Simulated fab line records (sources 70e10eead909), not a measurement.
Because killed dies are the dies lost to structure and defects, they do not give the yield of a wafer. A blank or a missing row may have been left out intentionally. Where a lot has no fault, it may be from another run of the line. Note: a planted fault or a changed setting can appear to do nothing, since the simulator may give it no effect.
Problem report in the 8D (eight disciplines) form, filled by code -- flow nandHarc -- the parts of the form that need people (team, actions taken, sign-off) are left out

## 1. PROBLEM STATEMENT
Wafers without a fault read 199.5 nm, standard deviation 2.6; thkNm at NHARC_A_ONON_D2_THK_MEAS_34 reads a mean of 162.9 nm on 6 wafers belonging to 2 lots. That is -14 standard deviations from the usual mean.
The step: measures by ellipsometry.
First seen on wafer L834.2, day 18 01:11, on filmMetro-01. At this step, 36 wafers from 12 lots have a number in the record. Rule for "out" (also "out of limits"): further than 4 standard deviations from the usual mean. Any other wafer with a number is counted as sound.

## 2. WHAT IT IS, AND WHAT IT ISN'T
question,is,is not
which readings at this step,thkNm,-
which lots,"L834, L835","L822, L823, L824, L837, L839, L840, L841, L842, L844, L845"
which wafers of those lots,all that have a number,-
read on which gauges,"filmMetro-01, filmMetro-02",-
when,from day 18 01:11,"up to then (9 sound wafers); but 21 sound wafers of L837, L839, L840, L841, L842, L844, L845 came after"

## 3. WHAT RULES OUT EACH SUSPECT
Counting: a tool at a process step up to the reading stays a suspect if it ran every lot that is out and no sound lot after the first of them.
- ruled out: the gauge at NHARC_A_ONON_D2_THK_MEAS_34. 2 gauges (filmMetro-01, filmMetro-02) read the wafers that are out.
- rieDiel-01 at NHARC_A_CHANNEL_FILL_D1_STRIP_29 (strips in O2, time 20 s): ruled out as a lasting fault. After its first lot that is out, L834 (day 18 00:46), sound lots L839, L840, L844 ran on it. Because NHARC_A_CHANNEL_FILL_D1_STRIP_29 lacks a start for some lots, the hours and order of its lots are taken from NHARC_A_ONON_D2_DEP_33.
- pecvd-04 at NHARC_A_ONON_D2_DEP_33 (deposits SiO2, target thk 200 nm): kept. It ran every lot that is out, first L834 (day 18 00:46), and no sound lot after that; its last sound lot up to then is L822 (day 13 03:23). Its own readings are out on those wafers: mfcPrecursorSccm.
Left after counting: pecvd-04 at NHARC_A_ONON_D2_DEP_33.

## 4. THE CAUSE (what the simulator had put in)
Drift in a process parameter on pecvd-04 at NHARC_A_ONON_D2_DEP_33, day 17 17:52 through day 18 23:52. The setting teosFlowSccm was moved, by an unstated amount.
This tool alone remained once counting was done.

## 5. THE CHAIN OF EFFECTS, in route order
Rows list readings where the struck wafers' mean (over those with a number) sits beyond 3 standard deviations from the usual. Readings are gone through only where the record gives a usual standard deviation; hours: the median, over the lots, of the time from a lot's start at the first step in this table giving one to that lot's start at this step; sigmas: the change measured in usual standard deviations.
hours,step,reading,usual,on struck wafers,change,sigmas
0,NHARC_A_ONON_D2_DEP_33,mfcPrecursorSccm,161.4 sccm,131.7,-29.7,-65
0,NHARC_A_ONON_D2_THK_MEAS_34,thkNm,199.5 nm,162.9,-36.6,-14
Its process steps:
- NHARC_A_ONON_D2_DEP_33: deposits SiO2, target thk 200 nm.

## 6. WHAT WOULD HAVE CAUGHT IT SOONER
Counted from the fault's start at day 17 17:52, it took 7 hours until the first out-of-limits reading at a measuring or inspecting step in this record, taken at day 18 01:11.
Tool's own readings at NHARC_A_ONON_D2_DEP_33, mfcPrecursorSccm: out on all struck wafers the step has rows for; an alarm limit on them would have tripped on the first.
By day 18 01:11, every lot that is out (2) had started NHARC_A_ONON_D2_DEP_33 on pecvd-04. Tool hold at that time: it would have spared none of them.
